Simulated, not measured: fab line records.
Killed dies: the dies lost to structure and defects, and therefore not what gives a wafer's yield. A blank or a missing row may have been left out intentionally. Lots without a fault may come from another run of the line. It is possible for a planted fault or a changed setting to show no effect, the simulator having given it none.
fab line records	flow n5_finfet
[record] lots = 6	wafers = 18	last_day = 16
route steps=1938 shown PASSIVATION@1903
lots untouched by any fault: they come from a run of this same line in which no faults occurred
start_h: the number of hours between the record's first day and the start of the first shown wafer of the lot	wait_h: time in hours since the lot's previous step	" repeats the value in the row above	L1.1+2: one row covering several wafers at once	- no value, or no start given	* or withheld: withheld	< > ~ a bound
route shown NAME@n: a module of which the file shows steps, and the number in the route of the first	usual: mean and standard deviation over wafers with no fault	same: alike in all rows	chamber/n: place in a boat	sites: readings site by site	_std_site: the values' standard deviation	_edge_site: inner sites' mean taken away from outer sites' mean	radius_mm: how far each site lies from the wafer's centre	mask NAME#n: copy n	behind: tool/chamber where the wafer was last shaped	hold: what put the lot on hold/how long, in hours/how the hold closed	device: which transistor (n, p or np) failed to switch	end of line: at the end of the route, the tests of the same wafers	where a step has no rows: the recipe by itself	killed: the dies lost at the first sort to structure and to defects; this is not the yield of the wafer	map: the dies of a wafer, with x for killed, . for not killed, _ for no die there
set.NAME: setting as actually run; set.NAME@STEP: the setting as run at that earlier step	model.NAME: the simulator's own value behind a step, which no gauge read
lots at some steps of the route; a table a step, a row a wafer
services: when a tool's chamber went out of use (start_h, in hours from the record's first day, below 0 if earlier), for how many hours, and the reason
[[steps]]
[step N5_PASSIVATION_DEVELOP_29]
[recipe] develop_time_s = 60	rinse_liquid = diw	dry = air_spin	dev_temp_c = 21
[step N5_PASSIVATION_HARDBAKE_31]
[recipe] temp_c = 130	time_s = 120
[step N5_PASSIVATION_CD_MEAS_30]
[recipe] target_cd_nm = 4000	landing_energy_ev = 500	detector = se_inlens	polarity = opening
[usual] cd_nm = 3999.2/2.7
lot.wafer	tool	chamber	start_h	wait_h	cd_nm
L327.1	cd_sem-03	0	297.92	-	3998.9
L327.4	"	0	"	"	3997.4
L327.5	"	0	"	"	4001.8
L325.2	cd_sem-03	0	301.01	-	3995.8
L325.3	"	0	"	"	4000.0
L325.6	"	0	"	"	3999.4
L331.2	cd_sem-02	0	345.54	-	3996.2
L331.3	"	0	"	"	4000.5
L331.6	"	0	"	"	3998.7
L332.1	cd_sem-03	0	350.64	-	4001.5
L332.4	"	0	"	"	4001.1
L332.5	"	0	"	"	4000.1
L337.1	cd_sem-03	0	372.89	-	4001.6
L337.3	"	0	"	"	4003.1
L337.5	"	0	"	"	3998.3
L339.1	cd_sem-03	0	376.73	-	3997.8
L339.3	"	0	"	"	4002.1
L339.6	"	0	"	"	4001.1
[step N5_PASSIVATION_OVL_MEAS_63]
[recipe] points_per_wafer = 44
[usual] PAD_OVL = -4/5.1
lot.wafer	tool	chamber	start_h	wait_h	PAD_OVL[nm]
L327.1	overlay-02	0	297.95	0.0	-2
L327.4	"	0	"	"	-1
L327.5	"	0	"	"	4
L325.2	overlay-02	0	301.04	0.0	-6
L325.3	"	0	"	"	-4
L325.6	"	0	"	"	-1
L331.2	overlay-01	0	345.56	0.0	-8
L331.3	"	0	"	"	-8
L331.6	"	0	"	"	-1
L332.1	overlay-02	0	350.67	0.0	-4
L332.4	"	0	"	"	0
L332.5	"	0	"	"	-5
L337.1	overlay-01	0	372.92	0.0	-10
L337.3	"	0	"	"	-6
L337.5	"	0	"	"	-4
L339.1	overlay-01	0	376.76	0.0	-5
L339.3	"	0	"	"	-6
L339.6	"	0	"	"	-5
[step N5_PASSIVATION_INSPECT_64]
[recipe] mode = adi	inspect_instrument = macro
[usual] raw_defect_count = 1.8/1.3
lot.wafer	tool	chamber	start_h	wait_h	raw_defect_count
L327.1	defect_inspect-02	-	297.97	0.0	1
L327.4	"	-	"	"	3
L327.5	"	-	"	"	3
L325.2	defect_inspect-02	-	301.06	0.0	0
L325.3	"	-	"	"	1
L325.6	"	-	"	"	2
L331.2	defect_inspect-02	-	345.59	0.0	6
L331.3	"	-	"	"	0
L331.6	"	-	"	"	0
L332.1	defect_inspect-02	-	350.69	0.0	2
L332.4	"	-	"	"	0
L332.5	"	-	"	"	2
L337.1	defect_inspect-01	-	372.94	0.0	0
L337.3	"	-	"	"	1
L337.5	"	-	"	"	1
L339.1	defect_inspect-02	-	376.78	0.0	2
L339.3	"	-	"	"	0
L339.6	"	-	"	"	1
[step N5_PASSIVATION_DESCUM_32]
[recipe] chemistry = O2	time_s = 7.9	source_power_w = 50	bias_power_w = 20	pressure_mtorr = 20	rf_frequency_hz = 2.712e+07	temp_c = 40	o2_flow_sccm = 225
[usual] drypump_motor_current_A = 5.6/0.39	oes_product_au = 0.82/0.1	rf_vpp_V = 242.9/1.5	showerhead_plenum_p_Torr = 2.07/0.084	throttle_valve_pct = 20.41/0.22
lot.wafer	tool	chamber	start_h	wait_h	drypump_motor_current_A	oes_product_au	rf_hours_counter_h	rf_vpp_V	showerhead_plenum_p_Torr	throttle_valve_pct
L327.1	rie_diel-02	2	298.00	0.0	4.8	0.70	225	245.0	2.16	20.51
L327.4	"	0	"	"	5.9	0.98	6	243.8	2.16	20.29
L327.5	"	2	"	"	4.8	0.71	-	244.6	2.16	20.52
L325.2	rie_diel-02	2	301.15	0.1	4.8	0.71	226	244.8	2.16	20.51
L325.3	"	3	"	"	5.2	0.79	95	243.4	2.01	20.53
L325.6	"	0	"	"	5.9	0.99	-	245.8	2.16	20.27
L331.2	rie_diel-02	2	345.62	0.0	4.8	0.70	242	244.5	2.16	20.57
L331.3	"	1	"	"	5.7	0.99	3	243.5	2.22	20.01
L331.6	"	1	"	"	5.6	0.99	-	246.4	2.23	20.03
L332.1	rie_diel-04	2	351.01	0.3	6.0	0.95	12	241.5	2.04	20.14
L332.4	"	3	"	"	5.5	0.71	181	242.0	2.01	20.63
L332.5	"	0	"	"	6.1	0.92	-	243.5	2.16	20.35
L337.1	rie_diel-02	3	373.00	0.1	5.2	0.76	122	241.1	2.00	20.57
L337.3	"	0	"	"	5.9	0.91	35	244.7	2.15	20.32
L337.5	"	3	"	"	5.2	0.75	-	242.3	2.00	20.57
L339.1	rie_diel-06	0	376.82	0.0	5.7	0.85	65	243.1	2.02	20.20
L339.3	"	3	"	"	5.5	0.77	136	241.0	2.01	20.42
L339.6	"	1	"	"	6.2	0.81	-	241.3	1.99	20.53
[step N5_PASSIVATION_AL_ETCH_33]
[recipe] chemistry = Cl2/BCl3	target_depth_a = 28000	over_etch_frac = 0.15	Cl2_flow_sccm = 180	bcl3_flow_sccm = 60	target = Al	stop_on = TaN	time_s = 466.7	ion_energy_ev = 100	pressure_mtorr = 10	icp_w = 900	bias_w = 100
[usual] bcl3_flow_sccm = 60.02/0.17	bias_w = 100.04/0.29	drypump_motor_current_A = 5.9/0.34	oes_product_au = 0.71/0.083	throttle_valve_pct = 34.5/0.35
lot.wafer	tool	chamber	start_h	wait_h	bcl3_flow_sccm	bias_w	drypump_motor_current_A	oes_product_au	rf_hours_counter_h	throttle_valve_pct
L327.1	rie_metal-03	0	298.09	0.1	59.82	100.46	6.0	0.72	36	34.2
L327.4	"	1	"	"	60.10	99.74	6.0	0.85	-	34.7
L327.5	"	0	"	"	59.83	99.87	5.9	0.71	-	34.2
L325.2	rie_metal-02	0	301.23	0.1	59.84	100.10	5.4	0.67	51	34.0
L325.3	"	0	"	"	59.92	99.81	5.4	0.68	-	33.9
L325.6	"	0	"	"	60.17	100.60	5.4	0.67	-	34.0
L331.2	rie_metal-03	1	345.71	0.1	60.03	99.53	6.0	0.80	8	34.8
L331.3	"	1	"	"	60.20	100.05	6.0	0.82	-	34.7
L331.6	"	1	"	"	60.31	100.02	6.0	0.82	-	34.7
L332.1	rie_metal-03	1	351.09	0.1	60.00	100.15	6.0	0.81	10	34.8
L332.4	"	1	"	"	60.07	100.15	5.9	0.81	-	34.7
L332.5	"	0	"	"	59.89	99.65	6.0	0.70	-	34.1
L337.1	rie_metal-03	1	373.09	0.1	59.93	100.06	6.0	0.80	12	34.7
L337.3	"	0	"	"	60.17	100.13	6.0	0.69	-	34.1
L337.5	"	1	"	"	59.78	100.25	6.0	0.80	-	34.7
L339.1	rie_metal-02	0	376.90	0.1	60.01	100.06	5.4	0.66	58	34.0
L339.3	"	0	"	"	59.87	100.28	5.4	0.65	-	34.0
L339.6	"	1	"	"	60.21	99.66	6.0	0.61	-	34.7
[step N5_PASSIVATION_ETCH_59]
[recipe] chemistry = Cl2/BCl3	target = TaN	target_depth_a = 650	time_s = 34.9	ion_energy_ev = 100	pressure_mtorr = 10	icp_w = 900	bias_w = 100	Cl2_flow_sccm = 60	bcl3_flow_sccm = 30
[usual] bcl3_flow_sccm = 30.01/0.085	bias_w = 99.99/0.29	drypump_motor_current_A = 5.9/0.34	oes_product_au = 0.79/0.091	throttle_valve_pct = 21.24/0.22
lot.wafer	tool	chamber	start_h	wait_h	bcl3_flow_sccm	bias_w	drypump_motor_current_A	oes_product_au	rf_hours_counter_h	throttle_valve_pct
L327.1	rie_metal-03	0	298.49	0.3	29.93	100.07	5.9	0.80	36	21.05
L327.4	"	1	"	"	29.95	99.41	6.0	0.95	-	21.39
L327.5	"	0	"	"	30.11	99.78	5.9	0.80	-	21.06
L325.2	rie_metal-02	0	301.64	0.3	30.08	99.67	5.4	0.73	52	20.85
L325.3	"	0	"	"	30.09	99.97	5.4	0.73	-	20.86
L325.6	"	0	"	"	29.89	99.70	5.4	0.74	-	20.85
L331.2	rie_metal-03	1	346.11	0.3	30.10	99.72	6.1	0.91	9	21.37
L331.3	"	1	"	"	30.08	100.18	6.0	0.92	-	21.38
L331.6	"	1	"	"	30.00	100.05	6.0	0.92	-	21.38
L332.1	rie_metal-03	1	351.49	0.3	29.96	99.99	6.0	0.90	10	21.41
L332.4	"	1	"	"	29.92	99.90	6.0	0.90	-	21.40
L332.5	"	0	"	"	29.87	99.99	5.9	0.78	-	21.08
L337.1	rie_metal-03	1	373.49	0.3	30.14	100.55	6.0	0.90	12	21.40
L337.3	"	0	"	"	29.94	99.64	5.9	0.78	-	21.07
L337.5	"	1	"	"	29.95	100.36	6.1	0.89	-	21.41
L339.1	rie_metal-02	0	377.30	0.3	29.91	100.03	5.4	0.71	58	20.89
L339.3	"	0	"	"	29.99	100.10	5.4	0.71	-	20.90
L339.6	"	1	"	"	29.88	99.92	6.0	0.69	-	21.37
[step N5_PASSIVATION_STRIP_34]
[recipe] chemistry = O2	power_w = 600	temp_c = 60	pressure_mtorr = 30	rf_frequency_hz = 6e+07	bias_power_w = 0	overash_fraction = 2	o2_flow_sccm = 225
[usual] drypump_motor_current_A = 5.5/0.39	oes_product_au = 0.82/0.1	rf_vpp_V = 3.8/1.6	showerhead_plenum_p_Torr = 2.08/0.083	throttle_valve_pct = 16.65/0.24
lot.wafer	tool	chamber	start_h	wait_h	drypump_motor_current_A	oes_product_au	rf_hours_counter_h	rf_vpp_V	showerhead_plenum_p_Torr	throttle_valve_pct
L327.1	rie_diel-02	2	298.61	0.1	4.8	0.70	225	5.7	2.17	16.82
L327.4	"	1	"	"	5.7	0.68	244	3.5	1.97	16.64
L327.5	"	2	"	"	4.8	0.71	-	2.5	2.17	16.75
L325.2	rie_diel-02	1	301.75	0.1	5.7	0.70	245	5.9	1.97	16.61
L325.3	"	2	"	"	4.8	0.70	226	9.6	2.17	16.78
L325.6	"	3	"	"	5.2	0.77	-	2.9	2.02	16.75
L331.2	rie_diel-06	2	346.23	0.1	5.5	0.68	237	4.7	2.07	17.04
L331.3	"	3	"	"	5.5	0.79	124	0.5	2.02	16.68
L331.6	"	2	"	"	5.5	0.71	-	4.4	2.07	17.05
L332.1	rie_diel-02	2	351.61	0.1	4.8	0.69	245	4.2	2.16	16.87
L332.4	"	0	"	"	5.9	0.92	26	4.8	2.15	16.44
L332.5	"	0	"	"	5.9	0.91	-	3.5	2.15	16.44
L337.1	rie_diel-04	3	373.62	0.1	5.5	0.73	189	3.7	2.01	16.90
L337.3	"	2	"	"	6.0	0.92	18	3.5	2.04	16.38
L337.5	"	3	"	"	5.5	0.70	-	4.3	2.02	16.91
L339.1	rie_diel-06	3	377.42	0.1	5.5	0.79	136	3.6	2.01	16.67
L339.3	"	0	"	"	5.7	0.84	65	3.0	2.03	16.45
L339.6	"	3	"	"	5.5	0.77	-	3.6	2.01	16.66
[step N5_PASSIVATION_STRIP_51]
[recipe] chemistry = post_etch_residue_remover	time_s = 1200	temp_c = 72.5
[step N5_PASSIVATION_CLEAN_69]
[recipe] chemistry = IPA	time_s = 180	temp_c = 25
[step N5_PASSIVATION_SRD_70]
[recipe] dry = ipa_marangoni	time_s = 30	temp_c = 23	rinse_liquid = diw
[step N5_PASSIVATION_PECVD_53]
[recipe] material = SiO2	target_thk_a = 8000	temp_c = 400	precursor = TEOS/O2	pressure_torr = 6.5	rf_w = withheld	teos_flow_sccm = withheld	gas = O2	flow_sccm = 2650	time_s = 169.4
[usual] chamber_pressure_Torr = 6.501/0.014	run_length_s = 197.2/0.62
lot.wafer	tool	chamber	start_h	wait_h	chamber_pressure_Torr	run_length_s	since_wet_clean_h	model.SiO2_of_PASSIVATION_PECVD_53.thk_nm
L327.1	pecvd-04	0	299.12	0.0	6.509	197.8	1184	803.4
L327.4	"	2	"	"	6.503	197.0	-	806.4
L327.5	"	0	"	"	6.480	197.6	-	815.4
L325.2	pecvd-03	1	302.25	0.0	6.503	195.9	621	788.6
L325.3	"	0	"	"	6.509	196.4	1369	794.8
L325.6	"	0	"	"	6.492	196.3	-	801.2
L331.2	pecvd-04	2	346.73	0.0	6.497	196.5	478	798.6
L331.3	"	1	"	"	6.516	197.5	1957	802.4
L331.6	"	1	"	"	6.535	197.1	-	816.2
L332.1	pecvd-02	0	352.11	0.0	6.481	197.7	1056	788.6
L332.4	"	0	"	"	6.482	197.9	-	799
L332.5	"	1	"	"	6.480	197.9	-	810.8
L337.1	pecvd-02	2	374.13	0.0	6.488	130.6	324	485.2
L337.3	"	0	"	"	6.491	132.1	1078	475.4
L337.5	"	2	"	"	6.488	130.7	-	481.4
L339.1	pecvd-02	2	377.92	0.0	6.477	131.0	328	494.8
L339.3	"	0	"	"	6.502	131.8	1082	488.6
L339.6	"	0	"	"	6.514	132.4	-	493.8
[step N5_PASSIVATION_PECVD_35]
[recipe] material = SiNx	target_thk_a = 7000	temp_c = 400	precursor = SiH4/NH3/N2	pressure_torr = 4.9	rf_w = 1406	time_s = 151.3
[usual] chamber_pressure_Torr = 4.901/0.0099	heater_power_w = 308/66	run_length_s = 195.2/0.66	showerhead_plenum_p_Torr = 8.67/0.085	throttle_valve_pct = 28.8/2
lot.wafer	tool	chamber	start_h	wait_h	chamber_pressure_Torr	heater_power_w	run_length_s	showerhead_plenum_p_Torr	since_wet_clean_h	throttle_valve_pct
L327.1	pecvd-04	0	299.23	0.1	4.905	314	195.7	8.61	1184	27.4
L327.4	"	2	"	"	4.889	158	195.2	8.65	-	29.0
L327.5	"	0	"	"	4.917	348	195.5	8.61	-	27.2
L325.2	pecvd-03	1	302.36	0.1	4.897	306	194.2	8.53	621	26.5
L325.3	"	0	"	"	4.898	234	194.7	8.78	1369	33.5
L325.6	"	0	"	"	4.910	261	194.5	8.76	-	33.2
L331.2	pecvd-04	2	346.84	0.1	4.894	210	194.7	8.69	478	29.0
L331.3	"	1	"	"	4.905	366	195.0	8.73	1957	29.1
L331.6	"	1	"	"	4.911	393	195.2	8.72	-	29.2
L332.1	pecvd-02	0	352.22	0.1	4.908	335	196.1	8.69	1056	27.4
L332.4	"	0	"	"	4.911	362	195.7	8.69	-	27.2
L332.5	"	1	"	"	4.872	262	196.1	8.82	-	33.1
L337.1	pecvd-02	2	374.24	0.1	4.913	390	194.4	8.60	324	27.7
L337.3	"	0	"	"	4.894	339	195.7	8.71	1078	27.4
L337.5	"	2	"	"	4.887	424	194.6	8.59	-	27.9
L339.1	pecvd-02	2	378.03	0.1	4.907	351	194.7	8.60	328	27.5
L339.3	"	0	"	"	4.906	291	195.6	8.71	1082	27.3
L339.6	"	0	"	"	4.912	327	195.5	8.68	-	27.5
[step N5_PASSIVATION_PROBE_49]
[usual] defect_limited_yield = 91.3/1.5	killed_at_M0_to_M3 = 35/8.7	killed_at_M4_up = 14/5.5	killed_at_contacts = 11/5.6	killed_at_front_end = 39/13	killed_at_other = 3.7/2.2	killed_dies = 103/18	killed_open = 69/14	killed_short = 33/7.8	sort_bin_4_leakage = 0.02/0.15	sort_bin_5_function = 5.1/0.99	sort_bin_6_memory = 3.3/0.67	sort_n_pass = 1077/18	sort_yield_pct = 91.2/1.5
[same] gross_dies = 1180	killed_at_back_side = 0	sort_bin_8_speed[%] = 0
lot.wafer	tool	chamber	start_h	wait_h	defect_limited_yield[%]	killed_at_M0_to_M3	killed_at_M4_up	killed_at_contacts	killed_at_front_end	killed_at_other	killed_dies	killed_open	killed_short	sort_bin_4_leakage[%]	sort_bin_5_function[%]	sort_bin_6_memory[%]	sort_n_pass	sort_yield_pct[%]
L337.1	prober-01	-	377.95	0.0	94.5	23	12	5	21	4	65	41	22	0	3.6	1.7	1115	94.5
L337.3	prober-01	-	378.05	0.1	94.7	12	11	18	12	9	62	38	20	0	2.5	2.5	1118	94.7
L337.5	prober-01	-	378.15	0.2	94.4	30	13	4	14	5	66	51	15	0	3.3	2.3	1114	94.4
// killed by level:class
L337.1 BEOL_M2:geometric_particle:open=6 STI_FIN_REVEAL:geometric_particle:open=5 STARTING-WAFER:geometric_particle:short=5 BEOL_M1:geometric_particle:open=4 FIN_SAQP:geometric_particle:open=3 MOL_CONTACT_COAG:geometric_particle:open=3 BEOL_M0_SAQP:geometric_particle:short=3 BEOL_M0_SAQP:geometric_particle:open=3
L337.3 MOL_CONTACT_COAG:geometric_particle:open=14 MOL_CONTACT_COAG:geometric_particle:short=4 FIN_SAQP:geometric_particle:open=3 BEOL_M3:geometric_particle:open=3 ILD0:geometric_particle:short=3 BEOL_M5:coat_microbubble_printed=3 BEOL_M4:geometric_particle:open=3 BEOL_M4:geometric_particle:short=3
L337.5 BEOL_M3:geometric_particle:open=10 BEOL_M0_SAQP:geometric_particle:open=7 BEOL_M2:geometric_particle:open=7 STI_FIN_REVEAL:geometric_particle:short=5 STI_FIN_REVEAL:geometric_particle:open=4 MOL_CONTACT_COAG:geometric_particle:open=4 BEOL_M5:geometric_particle:open=4 BEOL_M0_SAQP:geometric_particle:short=3
[[services]]
tool	chamber	start_h	hours	kind
rie_diel-04	3	275.02	10.0	repair
rie_diel-06	3	280.34	5.1	repair
rie_diel-04	0	285.05	-	clean
rie_diel-04	0	285.05	-	consumable_replace:focus_ring
rie_diel-04	0	285.05	18.8	scheduled_down
rie_diel-04	0	285.05	18.8	vent_cycle
pecvd-02	1	292.93	5.5	scheduled_down
rie_diel-04	2	304.11	-	clean
rie_diel-04	2	304.11	-	consumable_replace:focus_ring
pecvd-03	0	305.82	12.4	repair
pecvd-04	1	317.12	3.5	repair
rie_diel-02	1	317.81	-	clean
rie_diel-02	1	317.81	-	consumable_replace:focus_ring
rie_diel-02	1	317.81	-	consumable_replace:showerhead
rie_diel-02	1	317.81	17.8	scheduled_down
rie_diel-02	1	317.81	17.8	vent_cycle
pecvd-02	0	326.16	5.5	scheduled_down
pecvd-03	-	329.15	14.6	pm
pecvd-03	-	351.09	5.5	pm
rie_diel-04	2	361.65	6.5	repair
rie_diel-02	2	366.02	-	clean
rie_diel-02	2	366.02	-	consumable_replace:focus_ring
rie_diel-02	2	366.02	15.2	scheduled_down
rie_diel-02	2	366.02	15.2	vent_cycle
[[key]]
[first_sign] step = N5_PASSIVATION_PECVD_53	reading = run_length_s	direction = down	sigmas = 99+	usual = *	struck = *
effect none on later readings
[model_effect] step = N5_PASSIVATION_PECVD_53	value = SiO2_of_PASSIVATION_PECVD_53.thk_nm	without = 793.7	struck = 486.5
met_at N5_PASSIVATION_PECVD_53
struck_wafers L337.1,L337.3,L337.5,L339.1,L339.3,L339.6
onset_between 352.11 374.13
[fault] kind = process_parameter_drift	tool = pecvd-02	chamber = -	onset_h = 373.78	steps = N5_PASSIVATION_PECVD_53	channel = time_s	offset = *	shape = step	end_h = 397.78	acts_in = *	stated = *
